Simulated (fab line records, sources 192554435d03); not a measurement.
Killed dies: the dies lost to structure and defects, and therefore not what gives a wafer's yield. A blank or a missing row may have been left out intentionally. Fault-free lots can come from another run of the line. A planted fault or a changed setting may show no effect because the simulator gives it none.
fab line records	flow n5_finfet	part 1 of 2: steps 1 to 4 of 6
record lots=20	wafers=60	last_day=19
route steps=1938 shown BEOL_M0_SAQP@665 BEOL_M0_CUTY@712 BEOL_M0@729
lots untouched by any fault: they come from a run of this same line in which no faults occurred
start_h: start of the lot's first displayed wafer, in hours after the record's first day	wait_h: hours elapsed since this lot's preceding step	" the same as in the row above	L1.1+2: several wafers, shown together as one row	- no value, or no start was given	* or withheld: withheld	< > ~ a bound
route shown NAME@n: names a module that has steps shown in the file, with the first one's number in the route	usual: mean/standard deviation of fault-free wafers	same: alike in all rows	chamber/n: place in a boat	sites: readings site by site	_std_site: the standard deviation of these	_edge_site: inner sites' mean taken away from outer sites' mean	radius_mm: for every site, how far away it sits from the centre of the wafer	mask NAME#n: copy n	behind: the most recent tool/chamber to have shaped the wafer	hold: what put the lot on hold/how long, in hours/how the hold closed	device: which transistor (n, p or np) failed to switch	end of line: the tests these same wafers got at the end of their route	a step given without rows: its recipe and nothing more	killed: dies that structure and defects cost at the first sort, which is not the same as the wafer's yield	map: a wafer's dies, marking killed ones x, the rest . and places with no die _
set.NAME: the setting that was run; set.NAME@STEP: the one run at that earlier step	model.NAME: the simulator's own value behind a step, which no gauge read
the route's steps for a sample of lots (tables are steps, rows are wafers)
services: a tool's chamber out of use, with start hour (start_h, from the record's first day; less than 0 if before it), hours out, and reason
## steps
# step N5_BEOL_M0_SAQP_MANDREL1_REMOVE_100
# recipe chemistry=HBr/Cl2/O2	bt_time_s=10	target=a-Si	stop_on=SiNx	endpoint=OES-SiCl	over_etch_frac=0.85	icp_w=600	bias_w=30	HBr_flow_sccm=150	Cl2_flow_sccm=80	O2_flow_sccm=5	pressure_mtorr=10
# usual O2_flow_sccm=4.998/0.014	bias_w=29.99/0.083	drypump_motor_current_A=5.8/0.54	mfc_cl2_sccm=79.98/0.26	oes_product_au=1.004/0.022	throttle_valve_pct=36.65/0.29
# same bt_time_s=10
lot.wafer	tool	chamber	start_h	wait_h	O2_flow_sccm	bias_w	drypump_motor_current_A	mfc_cl2_sccm	oes_product_au	rf_hours_counter_h	throttle_valve_pct
L074.3	rie_si-03	0	108.94	0.1	4.989	30.10	5.0	79.83	0.963	50	37.22
L074.5	"	2	"	"	5.006	30.11	5.6	80.43	0.995	-	36.42
L074.6	"	3	"	"	5.000	30.12	6.2	79.93	1.013	-	36.76
L075.2	rie_si-05	3	117.99	0.1	4.985	29.92	5.5	80.14	0.992	116	36.33
L075.3	"	0	"	"	4.983	30.00	6.7	80.32	1.025	115	36.64
L075.5	"	1	"	"	5.015	29.78	5.6	80.07	1.033	-	36.37
L076.1	rie_si-06	2	120.69	0.1	4.979	30.02	5.7	80.28	1.012	98	36.29
L076.2	"	0	"	"	4.976	30.04	5.0	80.35	1.024	31	36.58
L076.6	"	3	"	"	5.008	30.02	6.3	79.80	0.993	-	36.68
L078.1	rie_si-05	2	131.49	0.1	5.004	29.95	5.3	80.40	0.988	138	37.15
L078.3	"	0	"	"	5.005	29.94	6.6	80.04	1.024	115	36.64
L078.4	"	1	"	"	4.973	29.95	5.6	79.83	1.036	128	36.36
L077.1	rie_si-05	2	135.12	0.1	4.999	29.98	5.3	80.00	0.992	138	37.14
L077.2	"	3	"	"	4.979	29.93	5.5	79.88	0.977	116	36.32
L077.6	"	2	"	"	4.969	29.94	5.3	80.02	0.996	-	37.13
L079.1	rie_si-03	1	138.73	0.1	5.012	29.82	6.4	80.32	0.988	2	36.65
L079.3	"	2	"	"	4.998	30.00	5.6	80.17	0.992	9	36.41
L079.6	"	1	"	"	5.003	30.00	6.4	80.01	0.979	-	36.66
L080.3	rie_si-03	1	148.29	0.1	5.007	30.07	6.4	79.94	0.987	2	36.65
L080.5	"	3	"	"	5.012	30.19	6.3	79.76	1.028	-	36.76
L080.6	"	0	"	"	4.996	29.98	5.1	79.98	0.974	-	37.22
L082.1	rie_si-06	2	161.92	0.1	4.999	29.99	5.7	79.76	1.017	99	36.29
L082.2	"	3	"	"	5.020	30.06	6.3	79.99	0.980	162	36.67
L082.6	"	3	"	"	5.011	30.09	6.3	79.83	0.987	-	36.67
L084.1	rie_si-03	3	168.06	0.1	4.985	30.02	6.3	79.82	1.018	39	36.75
L084.5	"	2	"	"	5.025	29.83	5.6	79.80	0.996	-	36.42
L084.6	"	1	"	"	4.994	29.99	6.4	80.26	0.988	-	36.65
L085.1	rie_si-06	2	175.17	0.1	4.999	30.07	5.6	80.06	1.023	99	36.27
L085.3	"	3	"	"	4.993	29.94	6.3	80.14	0.984	163	36.68
L085.6	"	0	"	"	5.006	29.92	5.0	80.16	1.038	-	36.58
L087.2	rie_si-06	2	188.65	0.1	5.020	29.97	5.6	79.59	1.016	99	36.26
L087.5	"	3	"	"	5.035	30.02	6.3	79.60	0.993	-	36.68
L087.6	"	0	"	"	5.007	29.84	5.0	79.97	1.028	-	36.59
L086.1	rie_si-03	2	189.10	0.1	5.017	30.10	5.6	80.20	0.989	10	36.41
L086.3	"	0	"	"	5.024	29.97	5.1	79.38	0.966	52	37.20
L086.5	"	0	"	"	5.007	29.94	5.1	79.81	0.978	-	37.22
L090.1	rie_si-06	2	210.74	0.1	5.006	30.02	5.7	80.47	1.005	100	36.25
L090.3	"	0	"	"	4.984	30.07	5.0	80.01	1.032	33	36.60
L090.5	"	1	"	"	5.012	30.17	6.0	79.99	0.988	-	36.54
L091.1	rie_si-05	3	213.13	0.1	4.992	29.92	5.5	80.05	0.994	118	36.32
L091.4	"	2	"	"	4.992	29.94	5.3	80.36	0.996	139	37.13
L091.6	"	0	"	"	4.984	30.10	6.7	79.38	1.028	-	36.66
L092.2	rie_si-06	1	215.87	0.1	5.006	29.98	6.0	80.08	0.993	146	36.53
L092.3	"	3	"	"	5.000	29.88	6.3	79.87	0.990	163	36.67
L092.6	"	2	"	"	5.008	29.89	5.7	79.95	1.013	-	36.28
L093.1	rie_si-05	2	224.02	0.1	4.984	30.04	5.3	79.99	1.003	140	37.14
L093.3	"	1	"	"	4.972	30.10	5.6	79.87	1.034	130	36.38
L093.5	"	1	"	"	4.982	30.07	5.6	79.89	1.036	-	36.37
L094.1	rie_si-05	2	228.09	0.1	5.001	29.96	5.3	80.11	0.999	140	37.11
L094.2	"	0	"	"	4.995	30.01	6.7	79.94	1.034	117	36.64
L094.5	"	3	"	"	4.996	29.87	5.5	79.53	0.991	-	36.32
L095.1	rie_si-03	0	230.74	0.1	4.983	29.99	5.0	79.68	0.972	53	37.23
L095.4	"	2	"	"	5.016	30.00	5.6	79.57	0.981	11	36.41
L095.6	"	1	"	"	5.006	30.10	6.4	80.09	0.986	-	36.65
L096.1	rie_si-03	0	241.16	0.1	4.993	30.20	5.0	80.26	0.972	53	37.23
L096.3	"	2	"	"	4.958	29.99	5.6	80.41	0.991	11	36.42
L096.4	"	1	"	"	4.988	30.01	6.4	80.21	0.994	4	36.62
L097.1	rie_si-03	0	254.45	0.1	4.976	30.02	5.1	80.13	0.985	53	37.24
L097.3	"	2	"	"	5.009	29.95	5.6	79.83	0.994	11	36.42
L097.6	"	0	"	"	4.969	29.95	5.1	80.14	0.980	-	37.22
# step N5_BEOL_M0_SAQP_ETCH_102
# recipe chemistry=CF4	target=SiO2	target_depth_a=40	ion_energy_ev=350	time_s=4.4	pressure_mtorr=10	icp_w=800	bias_w=400	cf4_flow_sccm=80
# usual bias_w=400.1/1.3	drypump_motor_current_A=5.8/0.51	oes_product_au=1.003/0.017	throttle_valve_pct=21.76/0.17
lot.wafer	tool	chamber	start_h	wait_h	bias_w	drypump_motor_current_A	oes_product_au	rf_hours_counter_h	throttle_valve_pct
L074.3	rie_si-06	0	109.20	0.1	398.7	5.0	1.015	31	21.77
L074.5	"	2	"	"	399.0	5.7	1.001	-	21.65
L074.6	"	3	"	"	401.2	6.3	1.003	-	21.75
L075.2	rie_si-03	3	118.24	0.1	400.1	6.2	1.000	39	22.05
L075.3	"	0	"	"	399.0	5.0	0.972	51	22.00
L075.5	"	0	"	"	400.6	5.0	0.981	-	21.98
L076.1	rie_si-05	0	120.95	0.1	402.9	6.7	1.025	115	21.75
L076.2	"	3	"	"	400.5	5.5	0.978	116	21.50
L076.6	"	1	"	"	399.2	5.6	1.024	-	21.65
L078.1	rie_si-06	3	131.75	0.1	399.7	6.3	0.995	162	21.74
L078.3	"	2	"	"	401.0	5.7	1.005	98	21.67
L078.4	"	0	"	"	398.5	5.0	1.003	32	21.76
L077.1	rie_si-03	2	135.39	0.1	400.3	5.6	0.984	9	21.60
L077.2	"	0	"	"	398.7	5.0	0.969	51	22.01
L077.6	"	2	"	"	400.1	5.6	0.989	-	21.61
L079.1	rie_si-05	1	138.98	0.1	401.3	5.6	1.046	128	21.66
L079.3	"	3	"	"	399.4	5.5	0.993	116	21.50
L079.6	"	1	"	"	400.5	5.6	1.029	-	21.66
L080.3	rie_si-05	0	148.55	0.1	398.7	6.7	1.029	115	21.75
L080.5	"	0	"	"	399.7	6.6	1.024	-	21.75
L080.6	"	3	"	"	400.2	5.5	0.996	-	21.49
L082.1	rie_si-03	1	162.18	0.1	400.9	6.4	0.984	2	21.70
L082.2	"	2	"	"	396.3	5.6	0.989	10	21.61
L082.6	"	3	"	"	400.7	6.2	1.008	-	22.04
L084.1	rie_si-06	1	168.35	0.1	401.1	6.0	0.989	146	21.66
L084.5	"	0	"	"	400.4	5.0	1.031	-	21.79
L084.6	"	1	"	"	402.4	6.0	0.998	-	21.63
L085.1	rie_si-05	1	175.43	0.1	399.5	5.6	1.032	129	21.66
L085.3	"	3	"	"	399.1	5.5	0.993	117	21.52
L085.6	"	0	"	"	403.0	6.6	1.032	-	21.76
L087.2	rie_si-05	0	188.91	0.1	400.6	6.7	1.032	116	21.75
L087.5	"	1	"	"	401.3	5.6	1.021	-	21.67
L087.6	"	0	"	"	401.4	6.7	1.028	-	21.75
L086.1	rie_si-06	0	189.36	0.1	400.3	5.0	1.021	32	21.77
L086.3	"	3	"	"	401.5	6.3	1.005	163	21.75
L086.5	"	3	"	"	402.5	6.3	1.014	-	21.75
L090.1	rie_si-05	0	210.99	0.1	401.8	6.7	1.024	117	21.75
L090.3	"	3	"	"	399.2	5.5	0.988	118	21.49
L090.5	"	2	"	"	398.5	5.3	1.003	-	22.05
L091.1	rie_si-03	0	213.38	0.1	400.2	5.0	0.973	52	21.99
L091.4	"	3	"	"	400.4	6.2	1.004	40	22.04
L091.6	"	3	"	"	399.2	6.3	0.999	-	22.03
L092.2	rie_si-03	2	216.12	0.1	400.2	5.6	0.978	11	21.59
L092.3	"	0	"	"	400.4	5.0	0.971	52	22.00
L092.6	"	3	"	"	401.7	6.2	1.017	-	22.05
L093.1	rie_si-06	3	224.37	0.1	400.0	6.3	1.006	164	21.73
L093.3	"	0	"	"	399.7	5.0	1.017	33	21.77
L093.5	"	3	"	"	400.3	6.3	0.993	-	21.75
L094.1	rie_si-06	3	228.38	0.1	400.0	6.3	1.014	164	21.77
L094.2	"	0	"	"	400.6	5.0	1.015	33	21.77
L094.5	"	3	"	"	397.4	6.3	1.008	-	21.76
L095.1	rie_si-05	1	230.99	0.1	399.6	5.6	1.029	130	21.67
L095.4	"	0	"	"	396.1	6.7	1.031	117	21.75
L095.6	"	1	"	"	400.5	5.6	1.030	-	21.67
L096.1	rie_si-06	0	241.41	0.1	400.5	5.0	1.039	34	21.77
L096.3	"	2	"	"	398.7	5.7	0.998	100	21.65
L096.4	"	1	"	"	400.0	6.0	0.996	147	21.67
L097.1	rie_si-06	1	254.71	0.1	398.2	6.0	1.005	147	21.64
L097.3	"	3	"	"	399.6	6.3	1.009	164	21.76
L097.6	"	2	"	"	401.1	5.7	1.005	-	21.65
# step N5_BEOL_M0_SAQP_ETCH_107
# recipe chemistry=CH3F/O2	target=SiNx	target_depth_a=300	mask_material=SOC	pressure_mtorr=30	source_w=395	bias_w=73	Ar_flow_sccm=150	CH3F_flow_sccm=30	O2_flow_sccm=20	ion_energy_ev=120
# usual O2_flow_sccm=19.99/0.063	bias_w=72.98/0.21	drypump_motor_current_A=5.8/0.5	oes_ar_750_au=0.76/0.064	oes_product_au=0.76/0.067	rf_vpp_V=299/4.4	showerhead_plenum_p_Torr=2.01/0.066	throttle_valve_pct=16.48/0.22
lot.wafer	tool	chamber	start_h	wait_h	O2_flow_sccm	bias_w	drypump_motor_current_A	oes_ar_750_au	oes_product_au	rf_hours_counter_h	rf_vpp_V	showerhead_plenum_p_Torr	throttle_valve_pct
L074.3	rie_diel-04	3	109.82	0.0	19.89	72.83	6.0	0.75	0.75	147	303	2.00	16.52
L074.5	"	3	"	"	19.99	72.76	5.9	0.75	0.75	-	303	2.00	16.52
L074.6	"	0	"	"	19.93	73.23	5.9	0.70	0.70	-	304	2.09	16.33
L075.2	rie_diel-04	0	118.86	0.0	19.96	73.26	5.9	0.70	0.71	197	302	2.09	16.33
L075.3	"	3	"	"	20.01	73.25	6.0	0.75	0.76	150	304	2.00	16.53
L075.5	"	0	"	"	20.03	72.85	5.9	0.70	0.72	-	304	2.09	16.32
L076.1	rie_diel-03	1	121.70	0.0	19.99	72.80	6.1	0.74	0.73	178	306	2.08	16.54
L076.2	"	3	"	"	20.03	72.70	6.4	0.88	0.89	49	299	1.95	16.21
L076.6	"	0	"	"	20.01	73.10	5.0	0.75	0.74	-	295	2.02	16.69
L078.1	rie_diel-01	3	132.37	0.0	20.03	73.08	6.2	0.77	0.76	160	298	2.08	16.14
L078.3	"	2	"	"	19.84	73.24	5.7	0.79	0.77	150	289	2.09	16.55
L078.4	"	1	"	"	20.00	72.85	6.2	0.72	0.72	176	299	1.91	16.55
L077.1	rie_diel-01	0	136.01	0.0	20.07	72.88	6.2	0.68	0.67	243	304	1.97	16.34
L077.2	"	1	"	"	20.09	73.08	6.2	0.72	0.72	177	298	1.91	16.56
L077.6	"	0	"	"	20.15	73.21	6.2	0.67	0.68	-	301	1.97	16.32
L079.1	rie_diel-03	1	139.61	0.0	19.90	73.42	6.1	0.73	0.73	185	307	2.07	16.56
L079.3	"	0	"	"	19.97	73.12	5.0	0.75	0.73	146	293	2.01	16.71
L079.6	"	0	"	"	20.02	72.92	5.0	0.75	0.73	-	293	2.01	16.70
L080.3	rie_diel-01	3	149.19	0.0	19.83	72.79	6.2	0.77	0.77	164	300	2.08	16.15
L080.5	"	3	"	"	20.07	73.23	6.2	0.78	0.77	-	298	2.08	16.16
L080.6	"	0	"	"	19.95	72.98	6.1	0.67	0.67	-	305	1.97	16.34
L082.1	rie_diel-04	2	162.80	0.0	20.02	73.10	5.2	0.71	0.70	247	297	1.98	16.61
L082.2	"	1	"	"	20.01	72.97	6.1	0.79	0.78	115	299	1.92	16.62
L082.6	"	0	"	"	19.94	72.92	5.9	0.69	0.69	-	304	2.08	16.36
L084.1	rie_diel-03	1	168.97	0.0	20.10	73.39	6.1	0.72	0.72	192	307	2.07	16.57
L084.5	"	1	"	"	20.00	73.25	6.1	0.72	0.72	-	304	2.07	16.55
L084.6	"	0	"	"	20.02	73.16	5.0	0.74	0.73	-	295	2.01	16.72
L085.1	rie_diel-04	3	176.05	0.0	19.97	72.96	5.9	0.73	0.75	167	304	2.00	16.55
L085.3	"	0	"	"	20.04	73.22	5.9	0.69	0.69	214	303	2.08	16.35
L085.6	"	1	"	"	20.03	72.83	6.1	0.79	0.79	-	297	1.92	16.63
L087.2	rie_diel-04	2	189.53	0.0	20.03	73.50	5.2	0.98	0.99	0	297	1.98	16.16
L087.5	"	3	"	"	19.93	73.04	6.0	0.73	0.74	-	304	2.00	16.57
L087.6	"	2	"	"	19.95	73.25	5.2	0.98	0.98	-	298	1.98	16.17
L086.1	rie_diel-03	3	190.01	0.0	19.96	73.00	6.4	0.86	0.87	65	297	1.95	16.24
L086.3	"	1	"	"	19.92	72.77	6.1	0.72	0.72	197	307	2.07	16.57
L086.5	"	0	"	"	19.95	73.00	5.0	0.75	0.72	-	294	2.01	16.72
L090.1	rie_diel-03	1	211.63	0.0	19.93	72.86	6.1	0.71	0.72	202	306	2.07	16.57
L090.3	"	0	"	"	20.00	72.54	5.0	0.74	0.72	163	293	2.01	16.73
L090.5	"	3	"	"	20.03	72.97	6.3	0.85	0.86	-	298	1.94	16.26
L091.1	rie_diel-04	3	214.01	0.0	19.97	72.85	5.9	0.74	0.73	178	301	1.99	16.59
L091.4	"	2	"	"	20.07	73.05	5.2	0.95	0.95	-	296	1.98	16.18
L091.6	"	1	"	"	19.93	73.16	6.1	0.77	0.77	-	300	1.92	16.65
L092.2	rie_diel-01	1	216.76	0.0	20.01	72.79	6.2	0.71	0.71	199	299	1.90	16.58
L092.3	"	3	"	"	20.01	73.12	6.2	0.76	0.75	178	298	2.08	16.17
L092.6	"	0	"	"	20.00	72.77	6.1	0.90	0.93	-	302	1.97	15.89
L093.1	rie_diel-04	2	225.05	0.0	20.06	73.21	5.2	0.93	0.94	9	297	1.97	16.16
L093.3	"	3	"	"	20.05	73.08	6.0	0.74	0.74	182	302	1.99	16.57
L093.5	"	0	"	"	19.94	72.88	5.9	0.68	0.69	-	304	2.08	16.38
L094.1	rie_diel-03	2	229.01	0.0	20.06	72.81	4.7	0.74	0.75	161	298	2.08	16.78
L094.2	"	0	"	"	19.98	72.93	5.0	0.74	0.72	169	292	2.01	16.75
L094.5	"	0	"	"	19.99	73.08	5.0	0.73	0.72	-	292	2.01	16.75
L095.1	rie_diel-03	3	231.75	0.0	19.99	72.99	6.4	0.85	0.84	78	298	1.94	16.27
L095.4	"	1	"	"	19.97	72.79	6.1	0.71	0.73	209	307	2.07	16.59
L095.6	"	1	"	"	20.06	73.31	6.1	0.71	0.72	-	306	2.07	16.59
L096.1	rie_diel-01	0	242.03	0.0	20.09	72.60	6.2	0.87	0.89	17	303	1.96	15.92
L096.3	"	2	"	"	19.90	72.96	5.7	0.77	0.75	183	290	2.08	16.62
L096.4	"	1	"	"	20.02	73.04	6.3	0.70	0.69	207	300	1.90	16.61
L097.1	rie_diel-01	2	255.70	0.0	20.12	73.04	5.7	0.76	0.74	187	291	2.08	16.63
L097.3	"	3	"	"	20.05	72.98	6.2	0.76	0.74	190	298	2.07	16.20
L097.6	"	2	"	"	19.96	72.78	5.7	0.77	0.74	-	291	2.08	16.61
# step N5_BEOL_M0_SAQP_ALD_48
# recipe material=SiO2	target_thk_a=200	temp_c=100	ald_precursor_family=BDEAS	ald_co_reactant=O2-plasma	pulse_time_s=1	co_reactant_pulse_time_s=1	purge_time_s=2	co_reactant_purge_time_s=2	ald_cycles=139	pressure_torr=2
# usual heater_power_outer_w=41/3.6	heater_power_w=78/5.7	precursor_pulse_height_rel=1.000/0.019
# same co_reactant_purge_time_s=2
lot.wafer	tool	chamber	start_h	wait_h	heater_power_outer_w	heater_power_w	precursor_pulse_height_rel	since_wet_clean_h
L074.3	ald_sin-02	3	111.58	0.0	48	87	0.985	301
L074.5	"	1	"	"	46	87	0.993	-
L074.6	"	2	"	"	49	91	1.001	-
L075.2	ald_sin-03	2	120.58	0.0	37	71	1.013	216
L075.3	"	1	"	"	43	79	0.969	216
L075.5	"	1	"	"	43	81	1.001	-
L076.1	ald_sin-03	0	124.03	0.0	35	74	1.016	219
L076.2	"	2	"	"	36	71	1.018	219
L076.6	"	1	"	"	41	79	0.990	-
L078.1	ald_sin-01	0	134.26	0.1	41	75	1.011	126
L078.3	"	2	"	"	41	77	1.017	126
L078.4	"	1	"	"	39	73	0.973	126
L077.1	ald_sin-02	3	138.82	0.8	50	87	0.982	328
L077.2	"	2	"	"	48	90	0.994	328
L077.6	"	2	"	"	49	90	1.005	-
L079.1	ald_sin-03	3	141.32	0.0	42	81	1.008	237
L079.3	"	0	"	"	36	76	1.012	237
L079.6	"	2	"	"	37	71	1.016	-
L080.3	ald_sin-03	1	151.49	0.0	42	80	1.033	247
L080.5	"	1	"	"	41	80	1.028	-
L080.6	"	0	"	"	36	72	1.002	-
L082.1	ald_sin-01	2	164.63	0.0	42	78	0.974	157
L082.2	"	1	"	"	39	75	0.991	157
L082.6	"	0	"	"	41	76	0.991	-
L084.1	ald_sin-01	1	171.37	0.0	38	75	1.023	164
L084.5	"	3	"	"	40	81	1.014	-
L084.6	"	0	"	"	42	74	1.030	-
L085.1	ald_sin-01	1	177.76	0.0	39	73	0.970	170
L085.3	"	3	"	"	40	81	0.971	170
L085.6	"	1	"	"	40	73	0.960	-
L087.2	ald_sin-02	1	191.50	0.0	46	88	0.996	1
L087.5	"	0	"	"	38	70	0.979	-
L087.6	"	2	"	"	45	85	0.981	-
L086.1	ald_sin-03	3	192.18	0.0	42	83	1.019	288
L086.3	"	2	"	"	37	72	1.047	288
L086.5	"	2	"	"	36	70	1.004	-
L090.1	ald_sin-01	1	213.46	0.0	40	73	1.005	206
L090.3	"	2	"	"	42	79	0.973	206
L090.5	"	2	"	"	41	76	0.989	-
L091.1	ald_sin-01	1	215.76	0.0	39	75	0.991	208
L091.4	"	2	"	"	43	76	0.985	208
L091.6	"	3	"	"	40	82	1.000	-
L092.2	ald_sin-01	3	218.95	0.2	39	80	1.010	211
L092.3	"	0	"	"	41	75	1.027	211
L092.6	"	1	"	"	39	74	0.985	-
L093.1	ald_sin-02	0	226.83	0.0	40	72	1.006	36
L093.3	"	2	"	"	46	86	1.004	36
L093.5	"	0	"	"	39	70	1.014	-
L094.1	ald_sin-03	3	230.74	0.0	45	83	1.018	326
L094.2	"	1	"	"	43	78	0.970	326
L094.5	"	0	"	"	37	73	1.002	-
L095.1	ald_sin-01	2	233.46	0.0	42	79	0.983	226
L095.4	"	0	"	"	41	74	0.972	226
L095.6	"	1	"	"	38	75	1.033	-
L096.1	ald_sin-03	0	244.60	0.3	36	75	0.973	340
L096.3	"	3	"	"	45	85	0.982	340
L096.4	"	1	"	"	42	79	0.977	340
L097.1	ald_sin-01	1	259.14	0.0	39	75	1.007	251
L097.3	"	2	"	"	43	78	1.003	251
L097.6	"	1	"	"	39	74	1.017	-
